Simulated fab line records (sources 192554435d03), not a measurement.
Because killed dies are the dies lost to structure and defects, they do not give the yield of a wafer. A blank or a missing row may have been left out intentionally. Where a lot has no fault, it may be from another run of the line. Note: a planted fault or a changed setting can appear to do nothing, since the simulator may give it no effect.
fab line records	flow n5Finfet
record: lots: 24	wafers: 72	lastDay: 17
route steps=1938 shown BEOL_M5@1173 BEOL_M6@1198
lots that met no fault: from a run of the same line without faults
startH: the number of hours between the record's first day and the start of the first shown wafer of the lot	waitH: time in hours since the lot's previous step	" unchanged from the row above	L1.1+2: a row that stands for several wafers	- value missing, or start not given	* or withheld: withheld	< > ~ a bound
route shown NAME@n: a module of which the file shows steps, and the number in the route of the first	usual: mean and standard deviation over wafers with no fault	same: alike in all rows	chamber/n: place in a boat	sites: per-site readings	_std_site: their standard deviation	_edge_site: inner sites' mean taken away from outer sites' mean	radiusMm: how far each site lies from the wafer's centre	mask NAME#n: copy n	behind: the most recent tool/chamber to have shaped the wafer	hold: the reason the lot was held/the length of the hold in hours/how it ended	device: transistor that didn't switch, given as n, p or np	end of line: at the end of the route, the tests of the same wafers	a step given without rows: its recipe and nothing more	killed: count of dies lost to structure and defects at first sort (not the wafer's yield)	map: the dies of a wafer, with x for killed, . for not killed, _ for no die there
set.NAME: setting as actually run; set.NAME@STEP: the setting as run at that earlier step	model.NAME: the simulator's own value behind a step, which no gauge read
one table for each step of the route and one row for each wafer, over a sample of lots
services: a tool's chamber out of use, with start hour (startH, from the record's first day; less than 0 if before it), hours out, and reason
== steps ==
step: N5_BEOL_M5_SURFACE_TREAT_87
recipe: gas: Ar	timeS: *	ionEnergyEv: *	ionCurrentMaCm2: 0.5	pressureMtorr: *	arFlowSccm: 30
usual: throttleValvePct: *
lot.wafer	tool	chamber	startH	waitH	throttleValvePct
L074.3	pvdSputter-02	-	163.79	0.2	*
L074.4	"	-	"	"	*
L074.5	"	-	"	"	*
L075.2	pvdSputter-01	-	182.73	0.5	*
L075.3	"	-	"	"	*
L075.5	"	-	"	"	*
L076.2	pvdSputter-02	-	186.30	0.3	*
L076.4	"	-	"	"	*
L076.6	"	-	"	"	*
L077.2	pvdSputter-01	-	191.17	0.2	*
L077.4	"	-	"	"	*
L077.5	"	-	"	"	*
L078.3	pvdSputter-01	-	194.33	0.2	*
L078.4	"	-	"	"	*
L078.5	"	-	"	"	*
L079.1	pvdSputter-03	-	201.15	0.1	*
L079.2	"	-	"	"	*
L079.6	"	-	"	"	*
L080.1	pvdSputter-02	-	211.18	0.2	*
L080.2	"	-	"	"	*
L080.5	"	-	"	"	*
L082.1	pvdSputter-01	-	211.93	0.2	*
L082.3	"	-	"	"	*
L082.6	"	-	"	"	*
L081.2	pvdSputter-03	-	217.74	0.4	*
L081.3	"	-	"	"	*
L081.4	"	-	"	"	*
L083.2	pvdSputter-02	-	220.87	0.2	*
L083.3	"	-	"	"	*
L083.6	"	-	"	"	*
L084.2	pvdSputter-03	-	231.80	0.4	*
L084.3	"	-	"	"	*
L084.6	"	-	"	"	*
L085.1	pvdSputter-01	-	233.69	0.1	*
L085.4	"	-	"	"	*
L085.5	"	-	"	"	*
L087.3	pvdSputter-01	-	248.30	0.2	*
L087.4	"	-	"	"	*
L087.6	"	-	"	"	*
L086.4	pvdSputter-02	-	254.13	0.2	*
L086.5	"	-	"	"	*
L086.6	"	-	"	"	*
L089.1	pvdSputter-03	-	255.11	0.2	*
L089.2	"	-	"	"	*
L089.4	"	-	"	"	*
L088.1	pvdSputter-01	-	262.15	0.2	*
L088.4	"	-	"	"	*
L088.6	"	-	"	"	*
L090.2	pvdSputter-03	-	263.44	0.1	*
L090.3	"	-	"	"	*
L090.5	"	-	"	"	*
L091.1	pvdSputter-03	-	275.73	0.2	*
L091.3	"	-	"	"	*
L091.6	"	-	"	"	*
L092.3	pvdSputter-03	-	281.48	0.3	*
L092.5	"	-	"	"	*
L092.6	"	-	"	"	*
L093.2	pvdSputter-03	-	285.24	0.1	*
L093.4	"	-	"	"	*
L093.6	"	-	"	"	*
L094.1	pvdSputter-03	-	285.42	0.2	*
L094.5	"	-	"	"	*
L094.6	"	-	"	"	*
L095.2	pvdSputter-02	-	291.81	0.4	*
L095.4	"	-	"	"	*
L095.6	"	-	"	"	*
L096.1	pvdSputter-01	-	301.89	0.1	*
L096.2	"	-	"	"	*
L096.6	"	-	"	"	*
L097.2	pvdSputter-03	-	315.78	0.2	*
L097.3	"	-	"	"	*
L097.5	"	-	"	"	*
step: N5_BEOL_M5_ANNEAL_82
recipe: tempC: 400	timeS: 1800	ambient: vacuum
usual: heaterPowerW: 812/98
lot.wafer	tool	chamber	startH	waitH	heaterPowerW
L074.3	pvdSputter-02	-	165.36	0.0	813
L074.4	"	-	"	"	590
L074.5	"	-	"	"	792
L075.2	pvdSputter-01	-	184.11	0.0	832
L075.3	"	-	"	"	916
L075.5	"	-	"	"	825
L076.2	pvdSputter-02	-	187.89	0.0	599
L076.4	"	-	"	"	793
L076.6	"	-	"	"	811
L077.2	pvdSputter-03	-	192.73	0.0	751
L077.4	"	-	"	"	850
L077.5	"	-	"	"	877
L078.3	pvdSputter-01	-	195.90	0.0	803
L078.4	"	-	"	"	1020
L078.5	"	-	"	"	878
L079.1	pvdSputter-02	-	202.55	0.0	813
L079.2	"	-	"	"	763
L079.6	"	-	"	"	804
L080.1	pvdSputter-03	-	212.56	0.0	845
L080.2	"	-	"	"	866
L080.5	"	-	"	"	845
L082.1	pvdSputter-01	-	213.33	0.0	764
L082.3	"	-	"	"	808
L082.6	"	-	"	"	814
L081.2	pvdSputter-03	-	219.18	0.0	847
L081.3	"	-	"	"	838
L081.4	"	-	"	"	812
L083.2	pvdSputter-02	-	222.54	0.0	602
L083.3	"	-	"	"	753
L083.6	"	-	"	"	807
L084.2	pvdSputter-03	-	233.21	0.0	880
L084.3	"	-	"	"	845
L084.6	"	-	"	"	724
L085.1	pvdSputter-01	-	235.10	0.0	821
L085.4	"	-	"	"	993
L085.5	"	-	"	"	782
L087.3	pvdSputter-01	-	249.68	0.0	776
L087.4	"	-	"	"	980
L087.6	"	-	"	"	807
L086.4	pvdSputter-02	-	255.58	0.0	758
L086.5	"	-	"	"	601
L086.6	"	-	"	"	792
L089.1	pvdSputter-01	-	256.91	0.0	820
L089.2	"	-	"	"	991
L089.4	"	-	"	"	890
L088.1	pvdSputter-01	-	263.91	0.0	1001
L088.4	"	-	"	"	825
L088.6	"	-	"	"	812
L090.2	pvdSputter-02	-	264.99	0.0	595
L090.3	"	-	"	"	785
L090.5	"	-	"	"	775
L091.1	pvdSputter-03	-	277.38	0.0	842
L091.3	"	-	"	"	857
L091.6	"	-	"	"	846
L092.3	pvdSputter-01	-	283.03	0.0	793
L092.5	"	-	"	"	746
L092.6	"	-	"	"	925
L093.2	pvdSputter-02	-	286.71	0.0	788
L093.4	"	-	"	"	609
L093.6	"	-	"	"	803
L094.1	pvdSputter-03	-	287.05	0.0	835
L094.5	"	-	"	"	847
L094.6	"	-	"	"	852
L095.2	pvdSputter-02	-	295.88	0.0	782
L095.4	"	-	"	"	838
L095.6	"	-	"	"	607
L096.1	pvdSputter-01	-	303.29	0.0	985
L096.2	"	-	"	"	894
L096.6	"	-	"	"	882
L097.2	pvdSputter-02	-	318.18	0.0	796
L097.3	"	-	"	"	835
L097.5	"	-	"	"	590
step: N5_BEOL_M5_ANNEAL_89
recipe: tempC: 400	timeS: 1800	ambient: vacuum
usual: heaterPowerW: 809/97
lot.wafer	tool	chamber	startH	waitH	heaterPowerW
L074.3	pvdSputter-02	-	167.53	0.0	795
L074.4	"	-	"	"	591
L074.5	"	-	"	"	773
L075.2	pvdSputter-01	-	186.29	0.0	822
L075.3	"	-	"	"	912
L075.5	"	-	"	"	805
L076.2	pvdSputter-02	-	190.06	0.0	580
L076.4	"	-	"	"	800
L076.6	"	-	"	"	803
L077.2	pvdSputter-03	-	194.91	0.0	702
L077.4	"	-	"	"	846
L077.5	"	-	"	"	859
L078.3	pvdSputter-01	-	198.07	0.0	824
L078.4	"	-	"	"	983
L078.5	"	-	"	"	897
L079.1	pvdSputter-02	-	204.72	0.0	790
L079.2	"	-	"	"	766
L079.6	"	-	"	"	796
L080.1	pvdSputter-03	-	214.74	0.0	826
L080.2	"	-	"	"	844
L080.5	"	-	"	"	859
L082.1	pvdSputter-01	-	215.64	0.0	786
L082.3	"	-	"	"	826
L082.6	"	-	"	"	814
L081.2	pvdSputter-03	-	221.35	0.0	854
L081.3	"	-	"	"	848
L081.4	"	-	"	"	836
L083.2	pvdSputter-02	-	224.71	0.0	596
L083.3	"	-	"	"	784
L083.6	"	-	"	"	813
L084.2	pvdSputter-03	-	235.38	0.0	850
L084.3	"	-	"	"	849
L084.6	"	-	"	"	715
L085.1	pvdSputter-01	-	237.27	0.0	838
L085.4	"	-	"	"	977
L085.5	"	-	"	"	775
L087.3	pvdSputter-01	-	251.86	0.0	790
L087.4	"	-	"	"	971
L087.6	"	-	"	"	828
L086.4	pvdSputter-02	-	257.75	0.0	783
L086.5	"	-	"	"	592
L086.6	"	-	"	"	800
L089.1	pvdSputter-01	-	259.08	0.0	820
L089.2	"	-	"	"	987
L089.4	"	-	"	"	909
L088.1	pvdSputter-01	-	266.09	0.0	1015
L088.4	"	-	"	"	828
L088.6	"	-	"	"	805
L090.2	pvdSputter-02	-	267.17	0.0	584
L090.3	"	-	"	"	814
L090.5	"	-	"	"	785
L091.1	pvdSputter-03	-	279.55	0.0	835
L091.3	"	-	"	"	838
L091.6	"	-	"	"	836
L092.3	pvdSputter-01	-	285.47	0.0	762
L092.5	"	-	"	"	763
L092.6	"	-	"	"	889
L093.2	pvdSputter-02	-	288.89	0.0	792
L093.4	"	-	"	"	597
L093.6	"	-	"	"	838
L094.1	pvdSputter-03	-	289.22	0.0	856
L094.5	"	-	"	"	838
L094.6	"	-	"	"	831
L095.2	pvdSputter-02	-	298.05	0.0	800
L095.4	"	-	"	"	802
L095.6	"	-	"	"	604
L096.1	pvdSputter-01	-	305.46	0.0	995
L096.2	"	-	"	"	906
L096.6	"	-	"	"	886
L097.2	pvdSputter-02	-	320.35	0.0	781
L097.3	"	-	"	"	805
L097.5	"	-	"	"	590
step: N5_BEOL_M5_CO_CAP_78
recipe: material: Co	targetThkA: 20	tempC: 200	precursor: CCTBA/H2	pressureTorr: 30	timeS: 102.1
usual: heaterPowerOuterW: 129/17	heaterPowerW: 253/36
lot.wafer	tool	chamber	startH	waitH	heaterPowerOuterW	heaterPowerW
L074.3	cvdCo-02	2	169.41	0.0	117	222
L074.4	"	0	"	"	127	250
L074.5	"	2	"	"	118	223
L075.2	cvdCo-02	2	188.20	0.0	120	219
L075.3	"	2	"	"	119	223
L075.5	"	2	"	"	117	223
L076.2	cvdCo-02	2	192.04	0.0	120	229
L076.4	"	2	"	"	119	224
L076.6	"	2	"	"	119	227
L077.2	cvdCo-01	2	196.79	0.0	104	203
L077.4	"	1	"	"	128	250
L077.5	"	2	"	"	105	208
L078.3	cvdCo-02	1	199.95	0.0	157	319
L078.4	"	0	"	"	129	246
L078.5	"	2	"	"	115	224
L079.1	cvdCo-01	1	206.71	0.0	123	251
L079.2	"	0	"	"	133	250
L079.6	"	2	"	"	103	202
L080.1	cvdCo-01	1	216.61	0.0	127	253
L080.2	"	0	"	"	131	253
L080.5	"	1	"	"	125	250
L082.1	cvdCo-01	0	217.65	0.0	132	256
L082.3	"	2	"	"	105	206
L082.6	"	1	"	"	125	255
L081.2	cvdCo-01	2	223.41	0.0	107	208
L081.3	"	1	"	"	124	250
L081.4	"	0	"	"	131	254
L083.2	cvdCo-01	0	226.59	0.0	134	247
L083.3	"	1	"	"	124	252
L083.6	"	2	"	"	104	207
L084.2	cvdCo-02	0	238.53	0.0	127	244
L084.3	"	1	"	"	155	318
L084.6	"	1	"	"	161	308
L085.1	cvdCo-02	0	239.15	0.0	130	255
L085.4	"	1	"	"	153	313
L085.5	"	0	"	"	130	254
L087.3	cvdCo-02	1	253.79	0.1	159	318
L087.4	"	0	"	"	131	254
L087.6	"	0	"	"	127	256
L086.4	cvdCo-02	0	259.69	0.1	131	256
L086.5	"	0	"	"	130	249
L086.6	"	1	"	"	153	320
L089.1	cvdCo-01	1	260.99	0.0	128	251
L089.2	"	2	"	"	105	202
L089.4	"	1	"	"	126	250
L088.1	cvdCo-01	2	267.96	0.0	105	203
L088.4	"	1	"	"	126	248
L088.6	"	0	"	"	135	256
L090.2	cvdCo-01	2	269.05	0.0	107	206
L090.3	"	1	"	"	127	250
L090.5	"	2	"	"	107	200
L091.1	cvdCo-02	0	282.00	0.0	128	261
L091.3	"	2	"	"	116	228
L091.6	"	0	"	"	129	254
L092.3	cvdCo-02	0	287.48	0.0	127	252
L092.5	"	1	"	"	162	313
L092.6	"	2	"	"	118	223
L093.2	cvdCo-01	2	290.77	0.0	109	195
L093.4	"	0	"	"	128	248
L093.6	"	1	"	"	128	254
L094.1	cvdCo-02	0	291.10	0.0	131	256
L094.5	"	1	"	"	155	309
L094.6	"	2	"	"	119	228
L095.2	cvdCo-01	0	299.93	0.0	137	255
L095.4	"	2	"	"	103	196
L095.6	"	1	"	"	126	253
L096.1	cvdCo-01	0	307.60	0.0	129	255
L096.2	"	2	"	"	107	206
L096.6	"	0	"	"	129	251
L097.2	cvdCo-02	2	322.23	0.0	119	233
L097.3	"	0	"	"	129	253
L097.5	"	1	"	"	157	316
step: N5_BEOL_M6_HM_DEP_02
recipe: material: TiN	targetThkA: 200	tempC: 25	chamberPressurePa: 0.49996
usual: throttleValvePct: 29.7/1.4
lot.wafer	tool	chamber	startH	waitH	throttleValvePct
L074.3	pvdSputter-01	-	171.76	1.0	27.8
L074.4	"	-	"	"	27.8
L074.5	"	-	"	"	26.6
L075.2	pvdSputter-01	-	190.81	1.7	26.4
L075.3	"	-	"	"	29.6
L075.5	"	-	"	"	30.5
L076.2	pvdSputter-01	-	194.53	1.6	29.8
L076.4	"	-	"	"	26.6
L076.6	"	-	"	"	27.9
L077.2	pvdSputter-03	-	198.18	0.0	30.4
L077.4	"	-	"	"	29.0
L077.5	"	-	"	"	29.0
L078.3	pvdSputter-02	-	200.98	0.2	30.9
L078.4	"	-	"	"	31.0
L078.5	"	-	"	"	29.6
L079.1	pvdSputter-03	-	208.43	0.5	31.2
L079.2	"	-	"	"	29.1
L079.6	"	-	"	"	30.6
L080.1	pvdSputter-03	-	217.60	0.1	29.1
L080.2	"	-	"	"	31.2
L080.5	"	-	"	"	31.2
L082.1	pvdSputter-01	-	219.57	1.0	27.5
L082.3	"	-	"	"	30.4
L082.6	"	-	"	"	26.7
L081.2	pvdSputter-03	-	224.86	0.6	30.5
L081.3	"	-	"	"	31.3
L081.4	"	-	"	"	31.4
L083.2	pvdSputter-03	-	228.10	0.6	29.0
L083.3	"	-	"	"	30.5
L083.6	"	-	"	"	30.3
L084.2	pvdSputter-02	-	239.72	0.3	30.8
L084.3	"	-	"	"	31.2
L084.6	"	-	"	"	30.7
L085.1	pvdSputter-03	-	241.71	1.6	31.1
L085.4	"	-	"	"	29.2
L085.5	"	-	"	"	31.0
L087.3	pvdSputter-03	-	257.07	2.0	30.6
L087.4	"	-	"	"	31.2
L087.6	"	-	"	"	29.2
L086.4	pvdSputter-02	-	261.14	0.5	29.2
L086.5	"	-	"	"	30.6
L086.6	"	-	"	"	30.9
L089.1	pvdSputter-01	-	262.23	0.2	30.1
L089.2	"	-	"	"	26.7
L089.4	"	-	"	"	27.6
L088.1	pvdSputter-03	-	270.96	2.1	29.3
L088.4	"	-	"	"	31.2
L088.6	"	-	"	"	29.2
L090.2	pvdSputter-03	-	271.26	1.3	31.3
L090.3	"	-	"	"	31.2
L090.5	"	-	"	"	30.7
L091.1	pvdSputter-02	-	284.51	1.2	29.4
L091.3	"	-	"	"	30.6
L091.6	"	-	"	"	29.7
L092.3	pvdSputter-01	-	289.51	0.7	26.8
L092.5	"	-	"	"	30.7
L092.6	"	-	"	"	29.7
L094.1	pvdSputter-01	-	293.47	1.5	29.6
L094.5	"	-	"	"	27.6
L094.6	"	-	"	"	27.0
L093.2	pvdSputter-03	-	293.53	1.4	31.4
L093.4	"	-	"	"	31.2
L093.6	"	-	"	"	31.3
L095.2	pvdSputter-01	-	301.29	0.5	30.7
L095.4	"	-	"	"	26.6
L095.6	"	-	"	"	26.9
L096.1	pvdSputter-01	-	309.18	0.2	27.5
L096.2	"	-	"	"	29.6
L096.6	"	-	"	"	29.6
L097.2	pvdSputter-02	-	323.80	0.7	29.7
L097.3	"	-	"	"	31.0
L097.5	"	-	"	"	30.7
step: N5_BEOL_M6_PRE_CLEAN_45
recipe: gas: H2/He	timeS: 30	tempC: 250
usual: heaterPowerW: 327/37
lot.wafer	tool	chamber	startH	waitH	heaterPowerW
L074.3	pvdSputter-01	-	176.72	0.0	356
L074.4	"	-	"	"	398
L074.5	"	-	"	"	331
L075.2	pvdSputter-03	-	196.33	0.0	341
L075.3	"	-	"	"	336
L075.5	"	-	"	"	343
L076.2	pvdSputter-01	-	199.36	0.0	392
L076.4	"	-	"	"	356
L076.6	"	-	"	"	365
L077.2	pvdSputter-02	-	201.12	0.0	241
L077.4	"	-	"	"	317
L077.5	"	-	"	"	241
L078.3	pvdSputter-01	-	205.28	0.0	397
L078.4	"	-	"	"	329
L078.5	"	-	"	"	361
L079.1	pvdSputter-02	-	211.70	0.0	245
L079.2	"	-	"	"	315
L079.6	"	-	"	"	312
L080.1	pvdSputter-03	-	222.58	0.0	299
L080.2	"	-	"	"	337
L080.5	"	-	"	"	338
L082.1	pvdSputter-01	-	222.73	0.0	361
L082.3	"	-	"	"	395
L082.6	"	-	"	"	311
L081.2	pvdSputter-01	-	228.21	0.0	319
L081.3	"	-	"	"	354
L081.4	"	-	"	"	303
L083.2	pvdSputter-02	-	230.69	0.0	329
L083.3	"	-	"	"	317
L083.6	"	-	"	"	326
L084.2	pvdSputter-01	-	244.80	0.0	397
L084.3	"	-	"	"	314
L084.6	"	-	"	"	323
L085.1	pvdSputter-03	-	245.76	0.0	339
L085.4	"	-	"	"	340
L085.5	"	-	"	"	342
L087.3	pvdSputter-02	-	261.44	0.0	323
L087.4	"	-	"	"	241
L087.6	"	-	"	"	236
L086.4	pvdSputter-02	-	263.61	0.0	321
L086.5	"	-	"	"	235
L086.6	"	-	"	"	318
L089.1	pvdSputter-03	-	267.94	0.0	296
L089.2	"	-	"	"	328
L089.4	"	-	"	"	338
L088.1	pvdSputter-01	-	274.48	0.0	304
L088.4	"	-	"	"	399
L088.6	"	-	"	"	299
L090.2	pvdSputter-02	-	274.78	0.0	237
L090.3	"	-	"	"	326
L090.5	"	-	"	"	309
L091.1	pvdSputter-01	-	287.89	0.0	316
L091.3	"	-	"	"	354
L091.6	"	-	"	"	322
L092.3	pvdSputter-01	-	293.61	0.0	330
L092.5	"	-	"	"	303
L092.6	"	-	"	"	363
L094.1	pvdSputter-01	-	297.31	0.0	308
L094.5	"	-	"	"	400
L094.6	"	-	"	"	365
L093.2	pvdSputter-01	-	297.79	0.0	384
L093.4	"	-	"	"	311
L093.6	"	-	"	"	363
L095.2	pvdSputter-03	-	305.67	0.0	330
L095.4	"	-	"	"	335
L095.6	"	-	"	"	292
L096.1	pvdSputter-03	-	312.67	0.0	339
L096.2	"	-	"	"	333
L096.6	"	-	"	"	298
L097.2	pvdSputter-02	-	328.28	0.0	318
L097.3	"	-	"	"	315
L097.5	"	-	"	"	310
== services ==
tool	chamber	startH	hours	kind
cvdCo-01	2	178.45	2.3	repair
cvdCo-02	0	183.03	9.2	repair
cvdCo-02	-	192.72	6.9	pm
cvdCo-01	-	234.99	6.0	pm
cvdCo-02	2	248.60	21.1	repair
cvdCo-01	-	249.98	0.8	repair
cvdCo-02	-	271.48	0.3	repair
cvdCo-01	-	285.36	0.6	repair
cvdCo-02	1	303.50	13.0	repair
== key ==
fault none
